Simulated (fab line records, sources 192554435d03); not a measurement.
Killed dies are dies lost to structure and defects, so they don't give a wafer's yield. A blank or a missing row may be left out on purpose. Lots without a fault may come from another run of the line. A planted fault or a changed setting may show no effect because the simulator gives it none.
Chamber matching | flow n5_finfet | N5_STI_FIN_REVEAL_ETCH_34 on rie_si-04: 4 sister chambers
The step etches Si in H2, material Si, target depth 0.97 nm. 18 wafers are shown with their chamber, then 9 later ones without.

WAFERS WITH THEIR CHAMBER
wafer  | chamber | drypump_motor_current_A (A) | throttle_valve_pct (%) | oes_product_au (a.u.)
L074.1 | 0       | 6.0                         | 26.0                   | 0.983
L074.3 | 2       | 6.0                         | 25.6                   | 1.012
L074.4 | 1       | 6.5                         | 26.1                   | 0.997
L075.2 | 0       | 6.1                         | 26.0                   | 0.984
L075.5 | 3       | 5.8                         | 25.6                   | 0.992
L075.6 | 2       | 6.0                         | 25.5                   | 1.009
L077.1 | 3       | 5.8                         | 25.6                   | 0.993
L077.4 | 2       | 6.0                         | 25.6                   | 1.024
L077.5 | 1       | 6.5                         | 26.0                   | 0.992
L081.1 | 2       | 6.0                         | 25.6                   | 1.014
L081.3 | 0       | 6.0                         | 26.0                   | 0.979
L081.4 | 1       | 6.5                         | 26.0                   | 0.993
L082.2 | 2       | 6.0                         | 25.6                   | 1.017
L082.4 | 3       | 5.8                         | 25.6                   | 0.993
L082.5 | 2       | 6.0                         | 25.6                   | 1.017
L089.1 | 0       | 6.0                         | 26.0                   | 0.981
L089.4 | 2       | 6.0                         | 25.6                   | 1.013
L089.5 | 3       | 5.8                         | 25.6                   | 1.010

SIGNATURES (means of the wafers above)
reading                 | chamber 0 | chamber 1 | chamber 2 | chamber 3 | scatter within a chamber
drypump_motor_current_A | 6.025     | 6.500     | 6.000     | 5.800     | 0.0231
throttle_valve_pct      | 26.000    | 26.033    | 25.586    | 25.600    | 0.033
oes_product_au          | 0.98175   | 0.99400   | 1.01514   | 0.99700   | 0.0053
Rule: a wafer's distance from a chamber is the root of the sum, over the readings, of the square of ((its reading less the chamber's mean) divided by the reading's scatter). The wafer belongs to the nearest chamber; if the next one is less than 2 further off, it can't be placed. The scatter: the root of (the sum of the squares of (reading less its chamber's mean) over the shown wafers, divided by (wafers less chambers)).

WAFERS WITHOUT THEIR CHAMBER
wafer  | drypump_motor_current_A (A) | throttle_valve_pct (%) | oes_product_au (a.u.)
L090.2 | 6.0                         | 25.6                   | 1.015
L090.3 | 5.8                         | 25.6                   | 0.991
L090.5 | 6.1                         | 26.0                   | 0.978
L091.3 | 6.1                         | 26.0                   | 0.981
L091.4 | 6.0                         | 25.6                   | 1.019
L091.5 | 6.0                         | 25.5                   | 1.025
L094.2 | 6.0                         | 25.6                   | 1.009
L094.3 | 5.8                         | 25.6                   | 0.991
L094.5 | 6.0                         | 25.5                   | 1.012

WHICH CHAMBER EACH WENT THROUGH
wafer  | from the rows above | in truth
L090.2 | 2                   | 2
L090.3 | 3                   | 3
L090.5 | 0                   | 0
L091.3 | 0                   | 0
L091.4 | 2                   | 2
L091.5 | 2                   | 2
L094.2 | 2                   | 2
L094.3 | 3                   | 3
L094.5 | 2                   | 2
Placed correctly: 9 of 9. Can't be placed from these rows: 0. Placed wrongly: 0.
